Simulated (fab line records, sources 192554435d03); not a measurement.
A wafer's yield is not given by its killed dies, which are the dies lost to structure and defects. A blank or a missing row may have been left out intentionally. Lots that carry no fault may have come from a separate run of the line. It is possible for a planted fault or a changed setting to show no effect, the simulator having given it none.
A single fault, viewed from 3 desks    flow n5Finfet    every desk sees just its own numbers, and what lay behind them comes last

## METROLOGY DESK
What the gauges read, lot by lot, whatever tool the lot ran on: means of the sampled wafers that have a number. The brackets show how far a lot's mean lies from the usual mean; more than 4 standard deviations puts the lot out of limits, marked OUT. 7 of its 12 readings are shown, namely those furthest out on some lot.
Columns: A = cdNm at N5_BEOL_M2_CD_MEAS_28, usual 26.14 nm; B = IOFF_N at N5_BEOL_M4_RC_MEAS_101, usual 0.16 nA/um; C = IOFF_P at N5_BEOL_M4_RC_MEAS_101, usual 0.22 nA/um; D = ION_N at N5_BEOL_M4_RC_MEAS_101, usual 677 uA/um; E = ION_P at N5_BEOL_M4_RC_MEAS_101, usual 466 uA/um; F = VT_N at N5_BEOL_M4_RC_MEAS_101, usual 249 mV; G = VT_P at N5_BEOL_M4_RC_MEAS_101, usual -248.9 mV
lot   first seen here  A      B     C     D    E    F    G
L299  day 8 08:53      26.12  0.16  0.21  672  463  250  -249.8
L300  day 8 12:28      26.27  0.21  0.30  693  482  243  -241.1
L305  day 9 18:05      26.29  0.12  0.20  666  463  254  -250.4
L307  day 10 06:43     25.97  0.18  0.27  682  477  250  -246.6
L308  day 10 13:19     26.09  0.17  0.23  682  466  248  -246.9
L312  day 11 05:59     26.42  0.12  0.17  657  455  253  -253.5
L315  day 12 06:17     25.67  0.15  0.23  683  476  250  -248.0
This desk's finding: nothing out of limits on any of the 7 lots.

## FOR THE TOOL OWNER'S DESK: rieDiel-02
The tool's own readings at N5_BEOL_M2_ETCH_70 (etches SOC in N2/H2, target depth 80 nm, overetch 24 nm, time 130 s): means of the sampled wafers that have a number, for each lot that ran on this tool. The brackets show how far a lot's mean lies from the usual mean; more than 4 standard deviations puts the lot out of limits, marked OUT.
Columns: A = drypumpMotorCurrentA at N5_BEOL_M2_ETCH_70, usual 6.0 A; B = oesProductAu at N5_BEOL_M2_ETCH_70, usual 0.58 a.u.; C = rfVppV at N5_BEOL_M2_ETCH_70, usual 525.2 V; D = runLengthS at N5_BEOL_M2_ETCH_70, usual 153.5 s; E = showerheadPlenumPTorr at N5_BEOL_M2_ETCH_70, usual 2.59 Torr; F = throttleValvePct at N5_BEOL_M2_ETCH_70, usual 17.72 %
lot   first seen here  A    B     C      D                 E     F
L299  day 8 10:11      5.9  0.59  527.5  153.1             2.63  17.72
L300  day 8 16:47      6.2  0.62  527.5  153.4             2.67  17.53
L305  day 10 00:17     6.4  0.60  527.8  148.7 (-12) OUT   2.66  17.49
L307  day 10 13:54     6.2  0.64  526.4  150.5 (-7.3) OUT  2.66  17.65
L308  day 10 18:05     6.2  0.67  529.2  148.6 (-12) OUT   2.69  17.59
This desk's verdict: out of limits on L305, L307, L308, starting with L305 at day 10 00:17 (runLengthS at N5_BEOL_M2_ETCH_70). L299, L300: within limits.

## THE DEFECT DESK
What the inspections along the route counted, lot by lot: means of the sampled wafers that have a number. The brackets show how far a lot's mean lies from the usual mean; more than 4 standard deviations puts the lot out of limits, marked OUT.
Columns: A = rawDefectCount at N5_BEOL_M2_INSPECT_30, usual 358
lot   first seen here  A
L299  day 8 08:59      430
L300  day 8 12:34      294
L305  day 9 18:10      471
L307  day 10 06:48     432
L308  day 10 13:24     319
L312  day 11 06:04     370
L315  day 12 06:22     301
This desk's finding: nothing out of limits on any of the 7 lots.

## PUT TOGETHER
The tool owner's desk had the chance to raise an alarm at day 10 00:17 on L305, L307, L308.
At the metrology desk, nothing out of limits was observed.
The defect desk saw nothing out of limits.
The metrology desk has L305, L307, L308 on record, within its limits.
The defect desk has L305, L307, L308 on record, within its limits.
On rieDiel-02, each named lot ran N5_BEOL_M2_ETCH_70.

## WHAT THE SIMULATOR PUT IN
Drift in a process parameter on rieDiel-02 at N5_BEOL_M2_ETCH_70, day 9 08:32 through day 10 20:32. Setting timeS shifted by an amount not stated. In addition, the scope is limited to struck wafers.
Shown lots that were struck: L305, L307, L308.
Delay in hours, fault start to first out-of-limits reading, by desk: the tool owner's desk at 16.
